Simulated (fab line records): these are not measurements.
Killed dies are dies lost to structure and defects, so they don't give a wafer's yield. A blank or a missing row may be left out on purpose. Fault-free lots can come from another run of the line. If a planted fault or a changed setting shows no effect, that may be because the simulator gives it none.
fab line records | flow n5Finfet
[record] lots = 24 wafers = 72 lastDay = 20
route steps=1938 shown BEOL_M6@1211 BEOL_M7@1264
lots that met no fault: taken from a fault-free run of the same line
startH: hours from the record's first day to the start of the lot's first wafer shown | waitH: time in hours since the lot's previous step | " the same as in the row above | L1.1+2: a row that stands for several wafers | - no value present, or no start provided | * or withheld: withheld | < > ~ a bound
route shown NAME@n: names a module that has steps shown in the file, with the first one's number in the route | usual: average and standard deviation across the fault-free wafers | same: alike in all rows | chamber/n: place in a boat | sites: per-site readings | _std_site: standard deviation across them | _edge_site: inner sites' mean taken away from outer sites' mean | radiusMm: how far each site lies from the wafer's centre | mask NAME#n: copy n | behind: tool/chamber where the wafer was last shaped | hold: the reason the lot was held/the length of the hold in hours/how it ended | device: transistor that didn't switch, given as n, p or np | end of line: at the end of the route, the tests of the same wafers | a step with no rows: only its recipe | killed: dies that structure and defects cost at the first sort, which is not the same as the wafer's yield | map: the dies of a wafer, with x for killed, . for not killed, _ for no die there
set.NAME: setting as actually run; set.NAME@STEP: the setting as run at that earlier step | model.NAME: the simulator's own value behind a step, which no gauge read
route steps across a sampled set of lots; one table per step, one row per wafer
services: from which hour (startH, from the record's first day; less than 0 if before it) a tool's chamber was out of use, for how many hours, and why
[[steps]]
[step N5_BEOL_M6_ETCH_61]
[recipe] chemistry = CF4 target = SiARC targetDepthA = 455 maskMaterial = CAR-ArF timeS = 75.8 ionEnergyEv = 80 pressureMtorr = 40 sourceW = 545 biasW = 36 Ar_flow_sccm = 100 cf4FlowSccm = 100 ends = cleared
[usual] drypumpMotorCurrentA = 5.6/0.53 etchRfOnTimeS = 75.4/0.88 oesProductAu = 0.69/0.066 rfVppV = 184.5/1.3 showerheadPlenumPTorr = 2.17/0.081 throttleValvePct = 15.59/0.19
// columns lot.wafer tool chamber startH waitH drypumpMotorCurrentA etchRfOnTimeS oesProductAu rfHoursCounterH rfVppV showerheadPlenumPTorr throttleValvePct
L074.1 rieDiel-04 1 210.28 0.0 5.0 75.6 0.74 35 186.0 2.26 15.23
L074.4 " 3 " " 6.0 74.3 0.84 3 185.6 2.28 15.51
L074.6 " 1 " " 5.1 75.3 0.74 - 186.8 2.26 15.24
L076.2 rieDiel-03 1 218.94 0.0 6.5 74.2 0.72 77 185.7 2.25 15.56
L076.3 " 0 " " 5.5 74.6 0.82 14 184.0 2.10 15.25
L076.5 " 2 " " 5.3 76.3 0.61 - 183.4 2.04 15.81
L075.1 rieDiel-01 3 219.80 0.0 6.3 74.5 0.75 43 183.5 2.10 15.57
L075.4 " 2 " " 5.3 74.8 0.76 32 187.2 2.27 15.42
L075.5 " 2 " " 5.4 74.6 0.76 - 183.9 2.27 15.44
L079.4 rieDiel-01 3 241.46 0.0 6.3 74.1 0.73 51 182.4 2.10 15.61
L079.5 " 2 " " 5.3 75.7 0.75 - 185.5 2.27 15.45
L079.6 " 3 " " 6.3 73.9 0.73 - 184.1 2.10 15.60
L077.1 rieDiel-03 2 241.58 0.0 5.3 76.1 0.61 226 182.4 2.04 15.82
L077.4 " 3 " " 4.8 75.3 0.61 221 187.0 2.20 15.95
L077.5 " 3 " " 4.8 75.6 0.61 - 185.0 2.20 15.94
L078.1 rieDiel-03 1 244.99 0.0 6.5 74.8 0.71 85 185.4 2.25 15.56
L078.4 " 3 " " 4.8 76.2 0.60 222 185.0 2.20 15.94
L078.6 " 2 " " 5.3 76.7 0.60 - 184.0 2.04 15.81
L081.1 rieDiel-03 3 245.29 0.0 4.8 75.7 0.60 223 184.2 2.20 15.93
L081.4 " 2 " " 5.3 75.6 0.60 227 182.6 2.04 15.83
L081.5 " 3 " " 4.8 75.5 0.60 - 185.5 2.20 15.96
L080.2 rieDiel-03 0 250.72 0.0 5.5 75.1 0.78 26 181.7 2.10 15.28
L080.3 " 2 " " 5.3 76.7 0.60 229 183.2 2.04 15.82
L080.6 " 2 " " 5.3 76.8 0.60 - 182.9 2.04 15.81
L083.1 rieDiel-01 3 265.73 0.0 6.3 75.4 0.72 59 183.9 2.09 15.60
L083.4 " 3 " " 6.3 74.2 0.72 - 182.0 2.09 15.61
L083.6 " 1 " " 5.1 75.7 0.71 - 186.7 2.26 15.56
L082.1 rieDiel-01 1 275.14 0.0 5.1 75.0 0.72 67 185.8 2.26 15.56
L082.5 " 1 " " 5.1 74.9 0.72 - 185.0 2.26 15.57
L082.6 " 0 " " 5.7 76.1 0.66 - 185.2 2.15 15.55
L084.2 rieDiel-03 1 280.12 0.0 6.5 74.3 0.70 96 185.9 2.25 15.59
L084.3 " 3 " " 4.9 75.1 0.60 236 184.4 2.20 15.96
L084.5 " 2 " " 5.3 75.9 0.60 - 181.8 2.03 15.85
L085.3 rieDiel-03 2 290.90 0.0 5.3 76.6 0.59 242 183.5 2.03 15.84
L085.4 " 0 " " 5.5 74.5 0.77 38 182.4 2.09 15.32
L085.5 " 2 " " 5.3 76.4 0.59 - 183.4 2.03 15.84
L086.1 rieDiel-01 3 291.07 0.0 6.3 74.7 0.72 67 182.9 2.09 15.60
L086.4 " 1 " " 5.1 75.6 0.71 72 185.8 2.26 15.59
L086.5 " 2 " " 5.3 75.4 0.74 - 185.5 2.26 15.49
L087.4 rieDiel-03 0 294.97 0.0 5.5 74.7 0.77 39 184.2 2.09 15.32
L087.5 " 1 " " 6.5 75.1 0.70 - 185.6 2.24 15.59
L087.6 " 0 " " 5.5 75.0 0.77 - 183.4 2.09 15.30
L089.3 rieDiel-04 2 295.17 0.0 6.1 74.9 0.65 133 182.7 2.14 15.45
L089.4 " 3 " " 6.1 72.5 0.79 - 186.3 2.27 15.58
L089.6 " 2 " " 6.1 74.7 0.65 - 183.7 2.14 15.47
L088.1 rieDiel-04 0 311.21 0.0 5.3 76.4 0.70 89 182.7 2.08 15.54
L088.4 " 3 " " 6.0 73.7 0.76 - 185.6 2.27 15.58
L088.6 " 2 " " 6.1 75.4 0.65 - 184.0 2.14 15.47
L090.1 rieDiel-01 1 315.05 0.0 5.1 75.5 0.70 80 185.3 2.26 15.59
L090.5 " 1 " " 5.1 75.6 0.71 - 186.0 2.26 15.58
L090.6 " 2 " " 5.3 75.4 0.72 - 185.3 2.26 15.50
L091.2 rieDiel-03 3 315.37 0.0 4.8 76.7 0.58 247 184.5 2.19 15.99
L091.3 " 1 " " 6.5 75.9 0.69 108 184.7 2.24 15.60
L091.4 " 0 " " 5.5 75.4 0.76 - 182.2 2.09 15.31
L092.2 rieDiel-01 3 322.77 0.0 6.3 76.0 0.69 78 183.9 2.09 15.65
L092.4 " 2 " " 5.3 75.5 0.71 69 184.4 2.26 15.50
L092.5 " 1 " " 5.1 75.9 0.69 - 184.7 2.26 15.60
L093.2 rieDiel-03 0 323.19 0.0 5.5 75.0 0.75 50 184.4 2.09 15.35
L093.3 " 3 " " 4.9 76.1 0.59 251 186.1 2.19 16.00
L093.4 " 0 " " 5.5 74.9 0.76 - 184.0 2.09 15.33
L094.2 rieDiel-01 1 333.91 0.0 5.1 76.2 0.70 88 184.8 2.25 15.60
L094.4 " 2 " " 5.3 76.7 0.70 73 185.6 2.26 15.51
L094.5 " 0 " " 5.8 76.3 0.65 - 184.0 2.14 15.58
L095.1 rieDiel-04 3 357.64 0.0 6.0 73.8 0.74 61 184.5 2.26 15.63
L095.3 " 2 " " 6.1 76.7 0.63 159 185.0 2.14 15.51
L095.6 " 2 " " 6.1 76.6 0.63 - 184.0 2.14 15.51
L096.2 rieDiel-03 0 360.87 0.0 5.5 75.3 0.74 65 182.0 2.08 15.36
L096.4 " 1 " " 6.5 75.9 0.66 127 185.5 2.23 15.63
L096.6 " 3 " " 4.9 74.9 0.86 - 183.0 2.19 15.49
L097.1 rieDiel-01 3 364.95 0.0 6.3 74.8 0.68 95 182.0 2.08 15.67
L097.2 " 0 " " 5.7 75.4 0.64 154 184.0 2.14 15.61
L097.5 " 1 " " 5.1 74.7 0.70 - 186.2 2.25 15.64
[step N5_BEOL_M6_HM_OPEN_17]
[recipe] chemistry = Cl2/BCl3 targetDepthA = 200 overetchA = 60 target = TiN maskMaterial = SOC ionEnergyEv = 150 pressureMtorr = 10 icpW = 1000 biasW = 126 Cl2_flow_sccm = 53.25 bcl3FlowSccm = 21.75 Ar_flow_sccm = 25
[usual] drypumpMotorCurrentA = 5.6/0.41 mfcCl2Sccm = 53.23/0.16 oesProductAu = 0.68/0.067 throttleValvePct = 22.12/0.15
// columns lot.wafer tool chamber startH waitH drypumpMotorCurrentA mfcCl2Sccm oesProductAu rfHoursCounterH throttleValvePct
L074.1 rieMetal-01 0 210.53 0.0 5.5 53.11 0.76 9 22.11
L074.4 " 0 " " 5.6 53.18 0.76 - 22.10
L074.6 " 0 " " 5.5 53.23 0.76 - 22.11
L076.2 rieMetal-02 0 219.18 0.0 6.0 53.29 0.74 19 22.00
L076.3 " 1 " " 5.6 53.19 0.57 - 22.10
L076.5 " 0 " " 6.0 53.29 0.74 - 21.99
L075.1 rieMetal-03 0 220.04 0.0 4.9 52.88 0.67 40 22.36
L075.4 " 1 " " 5.8 53.39 0.66 - 22.04
L075.5 " 0 " " 5.0 53.20 0.67 - 22.38
L079.4 rieMetal-03 0 241.73 0.1 4.9 53.31 0.66 - 22.38
L079.5 " 0 " " 4.9 53.23 0.66 - 22.37
L079.6 " 1 " " 5.8 53.11 0.65 - 22.05
L077.1 rieMetal-03 0 241.82 0.0 5.0 53.21 0.66 42 22.39
L077.4 " 1 " " 5.8 53.02 0.65 - 22.05
L077.5 " 0 " " 5.0 53.32 0.66 - 22.40
L078.1 rieMetal-01 0 245.23 0.0 5.6 53.15 0.74 12 22.11
L078.4 " 1 " " 6.2 53.17 0.81 - 21.89
L078.6 " 0 " " 5.5 53.11 0.73 - 22.12
L081.1 rieMetal-03 1 245.53 0.0 5.8 53.46 0.67 52 22.03
L081.4 " 0 " " 4.9 53.64 0.66 - 22.38
L081.5 " 0 " " 5.0 53.47 0.66 - 22.37
L080.2 rieMetal-02 1 250.96 0.0 5.5 53.22 0.57 85 22.11
L080.3 " 0 " " 6.0 52.89 0.72 - 22.00
L080.6 " 1 " " 5.6 53.43 0.57 - 22.11
L083.1 rieMetal-02 1 265.98 0.0 5.5 53.22 0.57 86 22.08
L083.4 " 0 " " 5.9 52.90 0.73 - 22.02
L083.6 " 1 " " 5.5 53.20 0.57 - 22.09
L082.1 rieMetal-02 1 275.38 0.0 5.6 53.21 0.57 87 22.10
L082.5 " 1 " " 5.6 53.52 0.57 - 22.11
L082.6 " 0 " " 6.0 53.04 0.72 - 22.01
L084.2 rieMetal-02 0 280.37 0.0 6.0 53.38 0.72 25 22.03
L084.3 " 1 " " 5.5 53.48 0.57 - 22.10
L084.5 " 1 " " 5.6 53.39 0.56 - 22.12
L085.3 rieMetal-01 0 291.18 0.1 5.6 53.46 0.74 - 22.11
L085.4 " 1 " " 6.2 52.90 0.79 - 21.89
L085.5 " 0 " " 5.6 53.32 0.73 - 22.11
L086.1 rieMetal-01 1 291.31 0.0 6.1 53.33 0.78 4 21.90
L086.4 " 0 " " 5.6 53.34 0.73 - 22.12
L086.5 " 0 " " 5.5 53.26 0.73 - 22.14
L087.4 rieMetal-03 1 295.25 0.1 5.8 53.30 0.64 - 22.06
L087.5 " 0 " " 4.9 53.25 0.65 - 22.39
L087.6 " 1 " " 5.9 53.28 0.64 - 22.07
L089.3 rieMetal-01 1 295.45 0.1 6.2 53.14 0.79 - 21.90
L089.4 " 0 " " 5.5 53.28 0.73 - 22.13
L089.6 " 0 " " 5.6 53.21 0.73 - 22.11
L088.1 rieMetal-03 0 311.45 0.0 4.9 53.00 0.64 48 22.40
L088.4 " 1 " " 5.8 53.21 0.64 - 22.05
L088.6 " 1 " " 5.9 53.36 0.64 - 22.07
L090.1 rieMetal-03 0 315.29 0.0 4.9 53.24 0.64 49 22.40
L090.5 " 1 " " 5.8 53.48 0.63 - 22.06
L090.6 " 0 " " 4.9 53.20 0.64 - 22.38
L091.2 rieMetal-02 1 315.62 0.0 5.5 53.39 0.56 91 22.11
L091.3 " 0 " " 6.0 53.21 0.72 - 22.00
L091.4 " 1 " " 5.5 53.24 0.57 - 22.12
L092.2 rieMetal-03 0 323.01 0.0 5.0 53.08 0.65 49 22.39
L092.4 " 0 " " 4.9 52.95 0.65 - 22.37
L092.5 " 1 " " 5.8 53.37 0.64 - 22.06
L093.2 rieMetal-03 1 323.44 0.0 5.8 53.50 0.65 59 22.06
L093.3 " 0 " " 4.9 53.39 0.65 - 22.40
L093.4 " 1 " " 5.8 53.35 0.65 - 22.06
L094.2 rieMetal-01 0 334.16 0.0 5.6 53.08 0.72 18 22.13
L094.4 " 0 " " 5.6 53.29 0.71 - 22.14
L094.5 " 1 " " 6.2 53.49 0.77 - 21.89
L095.1 rieMetal-02 1 357.89 0.0 5.5 53.06 0.55 94 22.12
L095.3 " 1 " " 5.5 53.55 0.55 - 22.12
L095.6 " 0 " " 6.0 53.17 0.70 - 22.01
L096.2 rieMetal-01 1 361.12 0.0 6.2 53.11 0.75 11 21.91
L096.4 " 0 " " 5.5 53.24 0.71 - 22.13
L096.6 " 0 " " 5.6 53.03 0.71 - 22.14
L097.1 rieMetal-03 0 365.20 0.0 4.9 53.29 0.64 54 22.40
L097.2 " 1 " " 5.8 53.15 0.63 63 22.08
L097.5 " 0 " " 4.9 53.34 0.63 - 22.41
[step N5_BEOL_M7_CURE_74]
[recipe] tempC = 385 timeS = 240 ambient = He/Ar material = SiCOH_lowk
[usual] lampPowerPct = 52.31/0.047 wafer_temp_C_max = 386.5/0.47
// columns lot.wafer tool chamber startH waitH lampPowerPct wafer_temp_C_max
L074.1 uvCure-03 1 214.28 0.1 52.32 386.7
L074.4 " 1 " " 52.35 386.5
L074.6 " 1 " " 52.28 387.1
L076.2 uvCure-01 2 226.90 0.1 52.26 387.4
L076.3 " 2 " " 52.33 387.4
L076.5 " 2 " " 52.35 387.6
L075.1 uvCure-02 1 227.25 0.1 52.27 386.1
L075.4 " 1 " " 52.33 386.6
L075.5 " 1 " " 52.29 386.9
L077.1 uvCure-01 1 248.17 0.0 52.40 386.2
L077.4 " 1 " " 52.33 386.3
L077.5 " 1 " " 52.33 386.0
L079.4 uvCure-02 2 248.21 0.3 52.37 387.1
L079.5 " 2 " " 52.38 386.7
L079.6 " 2 " " 52.29 386.9
L081.1 uvCure-01 0 250.38 0.1 52.32 385.9
L081.4 " 0 " " 52.32 386.7
L081.5 " 0 " " 52.40 387.4
L078.1 uvCure-02 1 250.66 0.1 52.32 386.6
L078.4 " 1 " " 52.34 386.7
L078.6 " 1 " " 52.28 386.2
L080.2 uvCure-01 1 255.89 0.1 52.28 386.3
L080.3 " 1 " " 52.33 386.5
L080.6 " 1 " " 52.34 386.0
L083.1 uvCure-03 2 271.33 0.3 52.25 387.1
L083.4 " 2 " " 52.22 386.7
L083.6 " 2 " " 52.35 387.4
L082.1 uvCure-01 0 284.71 0.1 52.34 386.4
L082.5 " 0 " " 52.28 386.2
L082.6 " 0 " " 52.31 385.7
L084.2 uvCure-01 1 286.80 0.4 52.41 385.6
L084.3 " 1 " " 52.37 386.3
L084.5 " 1 " " 52.40 386.5
L085.3 uvCure-02 1 296.44 0.2 52.32 386.3
L085.4 " 1 " " 52.28 386.1
L085.5 " 1 " " 52.28 386.6
L086.1 uvCure-02 1 297.75 0.0 52.28 386.1
L086.4 " 1 " " 52.29 386.4
L086.5 " 1 " " 52.25 386.3
L087.4 uvCure-02 2 301.98 0.4 52.23 387.0
L087.5 " 2 " " 52.32 386.8
L087.6 " 2 " " 52.33 386.8
L089.3 uvCure-03 1 302.15 0.4 52.31 385.6
L089.4 " 1 " " 52.34 386.4
L089.6 " 1 " " 52.25 386.6
L088.1 uvCure-01 0 318.55 0.7 52.33 386.4
L088.4 " 0 " " 52.30 386.3
L088.6 " 0 " " 52.40 386.6
L090.1 uvCure-03 0 320.24 0.0 52.29 386.9
L090.5 " 0 " " 52.30 386.0
L090.6 " 0 " " 52.36 386.0
L091.2 uvCure-02 0 320.74 0.2 52.41 386.6
L091.3 " 0 " " 52.33 386.5
L091.4 " 0 " " 52.31 386.6
L092.2 uvCure-02 0 327.96 0.1 52.29 386.3
L092.4 " 0 " " 52.29 386.5
L092.5 " 0 " " 52.32 386.2
L093.2 uvCure-03 0 328.65 0.1 52.31 386.0
L093.3 " 0 " " 52.23 386.5
L093.4 " 0 " " 52.31 386.1
L094.2 uvCure-03 1 340.36 0.1 52.19 386.2
L094.4 " 1 " " 52.36 386.4
L094.5 " 1 " " 52.31 386.2
L095.1 uvCure-03 0 363.31 0.0 52.33 386.2
L095.3 " 0 " " 52.34 386.1
L095.6 " 0 " " 52.29 385.7
L096.2 uvCure-01 1 365.54 0.2 52.30 386.7
L096.4 " 1 " " 52.26 386.7
L096.6 " 1 " " 52.28 386.1
L097.1 uvCure-02 1 369.77 0.0 52.40 386.4
L097.2 " 1 " " 52.33 386.5
L097.5 " 1 " " 52.29 386.2
[step N5_BEOL_M7_VIA_ETCH_34]
[recipe] chemistry = C4F6/O2 target = SiCOH_lowk targetDepthA = 1255 maskMaterial = SOC taperDeg = 4 timeS = 50.5 ionEnergyEv = 250 pressureMtorr = 30 sourceW = 345 biasW = 185 Ar_flow_sccm = 300 C4F6_flow_sccm = 10 O2_flow_sccm = 10
[usual] drypumpMotorCurrentA = 5.6/0.55 oesProductAu = 0.78/0.051 rfVppV = 669/6.5 showerheadPlenumPTorr = 2.85/0.088 throttleValvePct = 20.73/0.18
// columns lot.wafer tool chamber startH waitH drypumpMotorCurrentA oesProductAu rfHoursCounterH rfVppV showerheadPlenumPTorr throttleValvePct
L074.1 rieDiel-02 2 218.34 0.0 6.1 0.81 77 682 2.89 20.98
L074.4 " 3 " " 4.7 0.82 73 670 2.75 20.54
L074.6 " 1 " " 6.4 0.86 - 668 3.03 20.87
L076.2 rieDiel-05 1 232.31 0.0 6.0 0.73 170 658 2.83 20.59
L076.3 " 2 " " 5.3 0.88 43 669 2.78 20.72
L076.5 " 2 " " 5.3 0.89 - 668 2.78 20.74
L075.1 rieDiel-05 0 233.32 0.0 5.1 0.74 175 671 2.95 20.71
L075.4 " 1 " " 6.0 0.73 170 656 2.83 20.59
L075.5 " 3 " " 5.8 0.74 - 671 2.95 20.51
L078.1 rieDiel-06 3 254.23 0.0 5.8 0.78 126 664 2.75 21.06
L078.4 " 1 " " 5.2 0.78 - 672 2.75 20.83
L078.6 " 3 " " 5.8 0.78 - 664 2.75 21.05
L077.1 rieDiel-02 0 254.70 0.0 5.8 0.79 114 670 2.88 20.57
L077.4 " 3 " " 4.7 0.81 83 670 2.75 20.55
L077.5 " 3 " " 4.7 0.81 - 671 2.75 20.54
L079.4 rieDiel-05 2 254.84 0.0 5.3 0.87 50 668 2.78 20.73
L079.5 " 3 " " 5.8 0.73 - 670 2.95 20.54
L079.6 " 2 " " 5.3 0.86 - 668 2.78 20.74
L081.1 rieDiel-06 3 255.14 0.0 5.8 0.77 127 664 2.75 21.06
L081.4 " 3 " " 5.8 0.78 - 664 2.75 21.07
L081.5 " 1 " " 5.2 0.80 - 672 2.75 20.84
L080.2 rieDiel-05 2 258.78 0.0 5.3 0.88 51 669 2.78 20.76
L080.3 " 1 " " 6.0 0.73 177 656 2.83 20.59
L080.6 " 3 " " 5.8 0.73 - 671 2.94 20.54
L083.1 rieDiel-05 0 282.19 0.0 5.0 0.74 188 670 2.94 20.73
L083.4 " 1 " " 6.0 0.74 181 656 2.83 20.63
L083.6 " 1 " " 6.0 0.73 - 656 2.83 20.61
L082.1 rieDiel-02 3 289.83 0.0 4.7 0.80 94 669 2.74 20.57
L082.5 " 2 " " 6.1 0.80 - 681 2.88 21.02
L082.6 " 3 " " 4.7 0.80 - 669 2.74 20.55
L084.2 rieDiel-05 2 294.32 0.0 5.3 0.87 59 668 2.78 20.77
L084.3 " 1 " " 6.0 0.73 184 658 2.82 20.62
L084.5 " 3 " " 5.8 0.73 - 671 2.94 20.54
L086.1 rieDiel-05 2 300.93 0.0 5.3 0.86 62 669 2.78 20.76
L086.4 " 1 " " 6.0 0.72 - 656 2.82 20.62
L086.5 " 3 " " 5.8 0.72 - 670 2.94 20.54
L085.3 rieDiel-02 3 301.13 0.0 4.7 0.80 97 667 2.74 20.54
L085.4 " 1 " " 6.4 0.82 67 668 3.01 20.90
L085.5 " 3 " " 4.7 0.79 - 668 2.74 20.57
L089.3 rieDiel-02 2 307.63 0.0 6.1 0.79 104 681 2.88 21.02
L089.4 " 0 " " 5.8 0.78 128 670 2.87 20.59
L089.6 " 2 " " 6.1 0.79 - 683 2.88 21.03
L087.4 rieDiel-02 2 308.03 0.0 6.1 0.79 104 681 2.88 21.04
L087.5 " 3 " " 4.8 0.79 - 670 2.74 20.57
L087.6 " 0 " " 5.8 0.78 - 671 2.87 20.60
L088.1 rieDiel-02 0 322.80 0.0 5.8 0.77 135 670 2.87 20.61
L088.4 " 1 " " 6.4 0.81 74 669 3.01 20.91
L088.6 " 3 " " 4.7 0.79 - 669 2.74 20.59
L091.2 rieDiel-02 0 325.96 0.0 5.8 0.77 136 670 2.87 20.61
L091.3 " 1 " " 6.4 0.81 75 667 3.01 20.91
L091.4 " 2 " " 6.1 0.78 111 681 2.87 21.04
L090.1 rieDiel-05 2 326.01 0.0 5.3 0.84 70 668 2.77 20.79
L090.5 " 2 " " 5.3 0.85 - 668 2.77 20.78
L090.6 " 1 " " 6.0 0.72 - 656 2.82 20.64
L092.2 rieDiel-02 0 331.47 0.0 5.7 0.77 137 670 2.86 20.61
L092.4 " 3 " " 4.8 0.78 109 667 2.74 20.58
L092.5 " 3 " " 4.7 0.78 - 669 2.74 20.57
L093.2 rieDiel-02 0 332.77 0.0 5.8 0.76 138 670 2.86 20.62
L093.3 " 2 " " 6.1 0.78 114 679 2.87 21.04
L093.4 " 3 " " 4.7 0.78 109 669 2.74 20.60
L094.2 rieDiel-06 3 343.89 0.0 5.8 0.75 158 663 2.74 21.10
L094.4 " 0 " " 6.2 0.95 14 655 2.80 20.43
L094.5 " 3 " " 5.8 0.75 - 663 2.74 21.11
L095.1 rieDiel-05 2 367.27 0.0 5.3 0.83 82 667 2.77 20.80
L095.3 " 3 " " 5.8 0.71 200 669 2.93 20.57
L095.6 " 3 " " 5.8 0.71 - 669 2.93 20.59
L096.2 rieDiel-02 1 369.71 0.0 6.4 0.81 90 667 3.00 20.93
L096.4 " 0 " " 5.8 0.77 148 672 2.86 20.61
L096.6 " 0 " " 5.7 0.76 - 670 2.86 20.63
L097.1 rieDiel-02 1 373.82 0.0 6.4 0.80 91 667 3.00 20.93
L097.2 " 0 " " 5.7 0.76 149 670 2.86 20.64
L097.5 " 0 " " 5.7 0.76 - 671 2.86 20.62
[step N5_BEOL_M7_CD_MEAS_35]
[recipe] targetCdNm = 40 polarity = opening
[usual] cdNm = 40.1/0.46
// columns lot.wafer tool chamber startH waitH cdNm
L074.1 cdSem-03 - 218.74 0.0 40.6
L074.4 " - " " 40.3
L074.6 " - " " 40.2
L076.2 cdSem-02 - 232.71 0.0 39.5
L076.3 " - " " 39.2
L076.5 " - " " 39.8
L075.1 cdSem-01 - 233.73 0.0 39.8
L075.4 " - " " 40.3
L075.5 " - " " 39.8
L078.1 cdSem-01 - 254.63 0.0 40.2
L078.4 " - " " 40.3
L078.6 " - " " 39.7
L077.1 cdSem-01 - 255.10 0.0 40.0
L077.4 " - " " 40.3
L077.5 " - " " 40.7
L079.4 cdSem-02 - 255.25 0.0 40.7
L079.5 " - " " 40.5
L079.6 " - " " 40.6
L081.1 cdSem-01 - 255.55 0.0 40.5
L081.4 " - " " 40.7
L081.5 " - " " 40.2
L080.2 cdSem-02 - 259.18 0.0 39.9
L080.3 " - " " 40.5
L080.6 " - " " 40.0
L083.1 cdSem-02 - 282.59 0.0 40.2
L083.4 " - " " 40.3
L083.6 " - " " 40.2
L082.1 cdSem-01 - 290.23 0.0 40.4
L082.5 " - " " 39.1
L082.6 " - " " 40.0
L084.2 cdSem-01 - 294.73 0.0 40.2
L084.3 " - " " 40.0
L084.5 " - " " 40.2
L086.1 cdSem-03 - 301.34 0.0 40.5
L086.4 " - " " 39.4
L086.5 " - " " 39.0
L085.3 cdSem-01 - 301.54 0.0 40.6
L085.4 " - " " 40.3
L085.5 " - " " 39.9
L089.3 cdSem-01 - 308.04 0.0 39.7
L089.4 " - " " 39.9
L089.6 " - " " 40.3
L087.4 cdSem-01 - 308.44 0.0 40.0
L087.5 " - " " 39.7
L087.6 " - " " 40.5
L088.1 cdSem-03 - 323.21 0.0 39.3
L088.4 " - " " 39.1
L088.6 " - " " 39.3
L091.2 cdSem-03 - 326.38 0.0 39.8
L091.3 " - " " 40.3
L091.4 " - " " 40.5
L090.1 cdSem-01 - 326.41 0.0 39.8
L090.5 " - " " 39.7
L090.6 " - " " 40.7
L092.2 cdSem-03 - 331.88 0.0 39.6
L092.4 " - " " 40.0
L092.5 " - " " 39.8
L093.2 cdSem-03 - 333.17 0.0 39.8
L093.3 " - " " 40.6
L093.4 " - " " 40.6
L094.2 cdSem-03 - 344.29 0.0 40.6
L094.4 " - " " 39.7
L094.5 " - " " 39.9
L095.1 cdSem-02 - 367.67 0.0 40.6
L095.3 " - " " 40.6
L095.6 " - " " 40.2
L096.2 cdSem-02 - 370.11 0.0 39.7
L096.4 " - " " 39.6
L096.6 " - " " 40.1
L097.1 cdSem-02 - 374.22 0.0 41.2
L097.2 " - " " 40.5
L097.5 " - " " 40.9
[step N5_BEOL_M7_DEGAS_44]
[recipe] ambient = vacuum tempC = 250 timeS = 60
[usual] heaterPowerW = 335/19
// columns lot.wafer tool chamber startH waitH heaterPowerW
L074.1 pvdSputter-02 - 219.11 0.3 351
L074.4 " - " " 351
L074.6 " - " " 353
L076.2 pvdSputter-02 - 233.67 0.8 356
L076.3 " - " " 321
L076.5 " - " " 358
L075.1 pvdSputter-02 - 234.41 0.5 366
L075.4 " - " " 323
L075.5 " - " " 310
L078.1 pvdSputter-02 - 255.30 0.5 343
L078.4 " - " " 362
L078.6 " - " " 355
L077.1 pvdSputter-01 - 255.71 0.5 333
L077.4 " - " " 329
L077.5 " - " " 321
L079.4 pvdSputter-01 - 255.79 0.3 293
L079.5 " - " " 341
L079.6 " - " " 340
L081.1 pvdSputter-02 - 256.24 0.6 355
L081.4 " - " " 327
L081.5 " - " " 352
L080.2 pvdSputter-03 - 259.72 0.4 320
L080.3 " - " " 327
L080.6 " - " " 315
L083.1 pvdSputter-01 - 283.09 0.4 330
L083.4 " - " " 340
L083.6 " - " " 339
L082.1 pvdSputter-02 - 290.93 0.6 339
L082.5 " - " " 345
L082.6 " - " " 356
L084.2 pvdSputter-02 - 295.30 0.4 346
L084.3 " - " " 320
L084.5 " - " " 350
L086.1 pvdSputter-01 - 301.80 0.4 323
L086.4 " - " " 335
L086.5 " - " " 332
L085.3 pvdSputter-02 - 303.23 1.4 359
L085.4 " - " " 350
L085.5 " - " " 346
L089.3 pvdSputter-02 - 308.84 0.4 350
L089.4 " - " " 325
L089.6 " - " " 350
L087.4 pvdSputter-02 - 309.22 0.5 358
L087.5 " - " " 356
L087.6 " - " " 343
L088.1 pvdSputter-02 - 323.66 0.4 340
L088.4 " - " " 354
L088.6 " - " " 351
L091.2 pvdSputter-02 - 326.81 0.3 310
L091.3 " - " " 340
L091.4 " - " " 346
L090.1 pvdSputter-02 - 327.85 1.3 356
L090.5 " - " " 319
L090.6 " - " " 355
L092.2 pvdSputter-03 - 332.85 0.7 330
L092.4 " - " " 297
L092.5 " - " " 324
L093.2 pvdSputter-01 - 333.57 0.3 318
L093.3 " - " " 329
L093.4 " - " " 339
L094.2 pvdSputter-02 - 345.10 0.7 358
L094.4 " - " " 349
L094.5 " - " " 324
L095.1 pvdSputter-01 - 368.06 0.3 314
L095.3 " - " " 290
L095.6 " - " " 346
L096.2 pvdSputter-01 - 370.66 0.4 289
L096.4 " - " " 321
L096.6 " - " " 291
L097.1 pvdSputter-03 - 374.58 0.3 298
L097.2 " - " " 328
L097.5 " - " " 327
[[services]]
// columns tool chamber startH hours kind
rieDiel-02 0 191.16 13.6 repair
uvCure-01 - 207.39 0.5 repair
rieDiel-01 0 264.71 3.7 repair
rieDiel-05 1 268.62 5.2 repair
uvCure-02 - 269.60 5.0 repair
rieMetal-03 - 270.81 0.8 repair
rieMetal-01 - 272.06 14.6 pm
uvCure-03 - 284.35 6.0 pm
uvCure-01 - 293.69 7.5 pm
rieDiel-04 1 294.03 23.1 repair
pvdSputter-02 - 295.39 5.2 repair
rieDiel-05 0 295.90 7.5 repair
rieMetal-03 - 304.74 1.1 repair
rieDiel-02 - 306.21 0.9 repair
rieDiel-05 - 311.94 4.3 pm
rieDiel-03 2 313.71 - clean
rieDiel-03 2 313.71 - consumableReplace:focusRing
rieDiel-06 0 313.92 13.7 repair
rieMetal-02 - 314.59 0.5 repair
rieDiel-05 - 332.69 0.7 repair
rieMetal-02 - 332.92 2.8 pm
rieDiel-03 - 353.27 4.3 pm
pvdSputter-02 - 366.81 8.6 repair
uvCure-02 - 372.80 2.9 repair
[[key]]
fault none
